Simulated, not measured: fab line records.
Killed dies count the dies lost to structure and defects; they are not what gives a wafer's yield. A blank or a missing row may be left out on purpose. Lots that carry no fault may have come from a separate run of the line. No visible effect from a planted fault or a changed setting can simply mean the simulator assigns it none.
Matching of chambers / flow n5-finfet / 4 sister chambers for N5_BEOL_M5_ETCH_72 on rie-diel-01
The step etches underlayer in N2/H2, target depth 6.5 nm, time 5.2 s. 20 wafers are shown with their chamber, then 10 later ones without.

== EACH WAFER AND ITS CHAMBER ==
wafer=L074.1; chamber=2; throttle-valve-pct (%)=17.6; showerhead-plenum-p-Torr (Torr)=2.47; drypump-motor-current-A (A)=5.5
wafer=L074.5; chamber=3; throttle-valve-pct (%)=17.3; showerhead-plenum-p-Torr (Torr)=2.57; drypump-motor-current-A (A)=5.6
wafer=L074.6; chamber=1; throttle-valve-pct (%)=18.2; showerhead-plenum-p-Torr (Torr)=2.42; drypump-motor-current-A (A)=5.1
wafer=L075.2; chamber=0; throttle-valve-pct (%)=17.7; showerhead-plenum-p-Torr (Torr)=2.70; drypump-motor-current-A (A)=5.3
wafer=L075.5; chamber=2; throttle-valve-pct (%)=17.6; showerhead-plenum-p-Torr (Torr)=2.47; drypump-motor-current-A (A)=5.4
wafer=L075.6; chamber=3; throttle-valve-pct (%)=17.3; showerhead-plenum-p-Torr (Torr)=2.57; drypump-motor-current-A (A)=5.6
wafer=L080.3; chamber=1; throttle-valve-pct (%)=18.2; showerhead-plenum-p-Torr (Torr)=2.41; drypump-motor-current-A (A)=5.1
wafer=L080.4; chamber=0; throttle-valve-pct (%)=17.7; showerhead-plenum-p-Torr (Torr)=2.70; drypump-motor-current-A (A)=5.3
wafer=L080.5; chamber=2; throttle-valve-pct (%)=17.6; showerhead-plenum-p-Torr (Torr)=2.47; drypump-motor-current-A (A)=5.5
wafer=L083.3; chamber=2; throttle-valve-pct (%)=17.6; showerhead-plenum-p-Torr (Torr)=2.46; drypump-motor-current-A (A)=5.4
wafer=L083.4; chamber=1; throttle-valve-pct (%)=18.2; showerhead-plenum-p-Torr (Torr)=2.41; drypump-motor-current-A (A)=5.1
wafer=L083.5; chamber=1; throttle-valve-pct (%)=18.2; showerhead-plenum-p-Torr (Torr)=2.41; drypump-motor-current-A (A)=5.1
wafer=L082.2; chamber=0; throttle-valve-pct (%)=17.7; showerhead-plenum-p-Torr (Torr)=2.70; drypump-motor-current-A (A)=5.4
wafer=L082.3; chamber=2; throttle-valve-pct (%)=17.6; showerhead-plenum-p-Torr (Torr)=2.46; drypump-motor-current-A (A)=5.5
wafer=L082.6; chamber=1; throttle-valve-pct (%)=18.2; showerhead-plenum-p-Torr (Torr)=2.41; drypump-motor-current-A (A)=5.1
wafer=L087.1; chamber=2; throttle-valve-pct (%)=17.6; showerhead-plenum-p-Torr (Torr)=2.46; drypump-motor-current-A (A)=5.5
wafer=L087.2; chamber=1; throttle-valve-pct (%)=18.2; showerhead-plenum-p-Torr (Torr)=2.40; drypump-motor-current-A (A)=5.1
wafer=L087.4; chamber=0; throttle-valve-pct (%)=17.8; showerhead-plenum-p-Torr (Torr)=2.70; drypump-motor-current-A (A)=5.3
wafer=L093.1; chamber=3; throttle-valve-pct (%)=17.3; showerhead-plenum-p-Torr (Torr)=2.56; drypump-motor-current-A (A)=5.6
wafer=L093.5; chamber=1; throttle-valve-pct (%)=18.2; showerhead-plenum-p-Torr (Torr)=2.40; drypump-motor-current-A (A)=5.1

SIGNATURES (means of the wafers above)
reading=throttle-valve-pct; chamber 0=17.725; chamber 1=18.200; chamber 2=17.600; chamber 3=17.300; scatter within a chamber=0.0217
reading=showerhead-plenum-p-Torr; chamber 0=2.7000; chamber 1=2.4086; chamber 2=2.4650; chamber 3=2.5667; scatter within a chamber=0.0056
reading=drypump-motor-current-A; chamber 0=5.325; chamber 1=5.100; chamber 2=5.467; chamber 3=5.600; scatter within a chamber=0.0361
Rule: distance of a wafer from a chamber = root of the sum over the readings of ((wafer's reading minus chamber's mean) / reading's scatter) squared. The wafer belongs to the nearest chamber; if the next one is less than 2 further off, it can't be placed. How the scatter is found: for the shown wafers, subtract from each reading the mean of its chamber, square and add these, divide the total by (wafers less chambers), then take the root.

== WAFERS WITH NO CHAMBER GIVEN ==
wafer=L093.6; throttle-valve-pct (%)=17.6; showerhead-plenum-p-Torr (Torr)=2.45; drypump-motor-current-A (A)=5.5
wafer=L094.2; throttle-valve-pct (%)=17.6; showerhead-plenum-p-Torr (Torr)=2.45; drypump-motor-current-A (A)=5.4
wafer=L094.3; throttle-valve-pct (%)=17.8; showerhead-plenum-p-Torr (Torr)=2.69; drypump-motor-current-A (A)=5.3
wafer=L094.5; throttle-valve-pct (%)=17.3; showerhead-plenum-p-Torr (Torr)=2.56; drypump-motor-current-A (A)=5.6
wafer=L096.1; throttle-valve-pct (%)=17.8; showerhead-plenum-p-Torr (Torr)=2.69; drypump-motor-current-A (A)=5.4
wafer=L096.3; throttle-valve-pct (%)=17.7; showerhead-plenum-p-Torr (Torr)=2.45; drypump-motor-current-A (A)=5.5
wafer=L096.5; throttle-valve-pct (%)=17.3; showerhead-plenum-p-Torr (Torr)=2.56; drypump-motor-current-A (A)=5.6
wafer=L095.1; throttle-valve-pct (%)=17.6; showerhead-plenum-p-Torr (Torr)=2.45; drypump-motor-current-A (A)=5.4
wafer=L095.2; throttle-valve-pct (%)=17.3; showerhead-plenum-p-Torr (Torr)=2.56; drypump-motor-current-A (A)=5.6
wafer=L095.4; throttle-valve-pct (%)=18.3; showerhead-plenum-p-Torr (Torr)=2.40; drypump-motor-current-A (A)=5.1

== WHICH CHAMBER EACH WENT THROUGH ==
wafer=L093.6; from the rows above=2; in truth=2
wafer=L094.2; from the rows above=2; in truth=2
wafer=L094.3; from the rows above=0; in truth=0
wafer=L094.5; from the rows above=3; in truth=3
wafer=L096.1; from the rows above=0; in truth=0
wafer=L096.3; from the rows above=2; in truth=2
wafer=L096.5; from the rows above=3; in truth=3
wafer=L095.1; from the rows above=2; in truth=2
wafer=L095.2; from the rows above=3; in truth=3
wafer=L095.4; from the rows above=1; in truth=1
Correct placement for 10 of the 10. Not placeable from these rows: 0. Wrongly placed: 0.
